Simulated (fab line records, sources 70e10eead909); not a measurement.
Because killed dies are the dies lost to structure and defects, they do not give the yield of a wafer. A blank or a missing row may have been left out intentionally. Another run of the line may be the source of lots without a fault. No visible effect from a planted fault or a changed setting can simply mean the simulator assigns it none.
Comparing a struck lot with a sound one || flow nand-harc || 21 out of 1302 route steps
Sound: the wafers L576.1, L576.3, L576.6. Struck: wafers L590.2, L590.3, L590.6. The cause is named last.
Per side, at each step with rows, come the tool, then ch with its chambers, and then its first start. Under that, the readings that differ: sound wafers || struck wafers || difference of the means || sigmas: that difference in standard deviations of wafers without a fault.
alike: readings with means less than 2 such deviations apart, plus words and numbers identical on both sides. not compared: withheld readings, readings lacking a value on some wafer, bounds such as >300 that could conceal the same value, and numbers that have no deviation in the record and whose values overlap.
The two part at a step that has a row with sigmas, a row that says differs or no value, or rows on one side only. When numbers do not overlap yet have no deviation, they are printed without sigmas and do not part them. A reading missing from all wafers of one side parts the sides only when that side holds two or more wafers.

NHARC_P_CONTACT_CVD_23: deposits W, target thk 200 nm, time 557 s.
  sound on cvd-w-01 ch 0,1; struck on cvd-w-01 ch 0,1
  alike: heater-power-w, mfc-ar-sccm, throttle-valve-pct
NHARC_P_CONTACT_CMP_24: polishes, t overpolish 30 s, target thk 200 nm.
  sound on cmp-01 ch 1,2,3, day 6 15:12; struck on cmp-02 ch 1,2, day 12 13:15
  alike: motor-current-A, overpolish-run-s, slurry-filter-dp-kPa, time-to-endpoint-s
  not compared: pad-life-wafers
then, 1 step without rows for these wafers: NHARC_P_CONTACT_SRD_26.
NHARC_P_CONTACT_INSPECT_27:
  struck on defect-inspect-01, day 12 13:39; sound on defect-inspect-01, day 6 15:35
  alike: raw-defect-count
then, 7 steps without rows for these wafers: NHARC_P_M0_DEP_00 (deposits SiOC, target thk 150 nm); NHARC_P_M0_DEHYDRATE_01 (time 120 s); NHARC_P_M0_HMDS_02 (time 30 s); NHARC_P_M0_COAT_33 (time 65 s); NHARC_P_M0_COAT_03 (resist thk 90 nm); NHARC_P_M0_SOFTBAKE_04 (time 55 s); NHARC_P_M0_EBR_05.
NHARC_P_M0_EXPOSE_06: exposes mask P M0, target cd 90 nm.
  sound on arfi-scanner-02 ch 0, day 6 16:13; struck on arfi-scanner-01 ch 0, day 12 14:25
{"reading": "exposure-dose-mJ-cm2", "sound": "81.26 81.19 81.28", "struck": "50.28 50.23 50.20", "difference": -31.01, "sigmas": "-99 or more"}
  alike: mask, focus-offset-nm
then, 2 steps without rows for these wafers: NHARC_P_M0_PEB_07 (peb time 65 s); NHARC_P_M0_DEVELOP_08 (develop time 35 s).
NHARC_P_M0_CD_MEAS_09: the cd target is 90 nm.
  sound on cd-sem-03 ch 0, day 6 16:21; struck on cd-sem-02 ch 0, day 12 14:34
{"reading": "cd-nm (nm)", "sound": "90.3 90.3 90.0", "struck": "60.1 60.5 60.1", "difference": -30.0, "sigmas": -53}
NHARC_P_M0_OVL_MEAS_10: pitch 180 nm.
  struck on overlay-01, day 12 14:38; sound on overlay-01, day 6 16:26
  alike: overlay-x-nm, overlay-y-nm
NHARC_P_M0_INSPECT_11:
  struck on defect-inspect-01, day 12 14:41; sound on defect-inspect-02, day 6 16:29
  alike: raw-defect-count
NHARC_P_M0_DESCUM_14: chemistry O2, time 3 s.
  sound on rie-diel-04 ch 0,1,3, day 6 16:32; struck on rie-diel-04 ch 0,1,3, day 12 14:46
{"reading": "model.P_M0.cd-nm (nm)", "sound": "90.03 90.21 90.98", "struck": "60.82 60.8 60.1", "difference": -29.83, "sigmas": ""}
  alike: drypump-motor-current-A, mfc-ar-sccm, oes-product-au, rf-vpp-V, showerhead-plenum-p-Torr, throttle-valve-pct
  not compared: rf-hours-counter-h
NHARC_P_M0_ETCH_34: etches the open film in N2/H2, target depth 40 nm, overetch 12 nm, time 43.94 s.
  sound on rie-diel-04 ch 0,1,2, day 6 16:38; struck on rie-diel-04 ch 0,1,2, day 12 14:50
  alike: drypump-motor-current-A, h2-flow-sccm, mfc-ar-sccm, oes-product-au, rf-vpp-V, showerhead-plenum-p-Torr, throttle-valve-pct
  not compared: rf-hours-counter-h
NHARC_P_M0_ETCH_15: etches the open film in C4F8/Ar, target depth 150 nm, overetch 15 nm, time 82.5 s.
  sound on rie-diel-04 ch 2,3; struck on rie-diel-04 ch 1,3
{"reading": "model.P_M0.cd-nm (nm)", "sound": "89.91 89.85 91.12", "struck": "60.4 60.29 59.16", "difference": -30.3, "sigmas": ""}
  alike: oes-product-au, rf-vpp-V
  not compared: rf-hours-counter-h
NHARC_P_M0_CD_MEAS_16:
  struck on cd-sem-01, day 12 15:02; sound on cd-sem-01, day 6 16:51
{"reading": "cd-nm (nm)", "sound": "89.7 90.0 91.3", "struck": "60.6 60.3 59.2", "difference": -30.3, "sigmas": -40}

## WHERE THEY PART
At NHARC_P_M0_EXPOSE_06 first; at NHARC_P_M0_CD_MEAS_16 last (within this record only).

WHY: what the simulator had put in
Process parameter drift: arfi-scanner-01, from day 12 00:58 on, at NHARC_P_M0_EXPOSE_06. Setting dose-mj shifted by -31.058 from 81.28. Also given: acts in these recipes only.
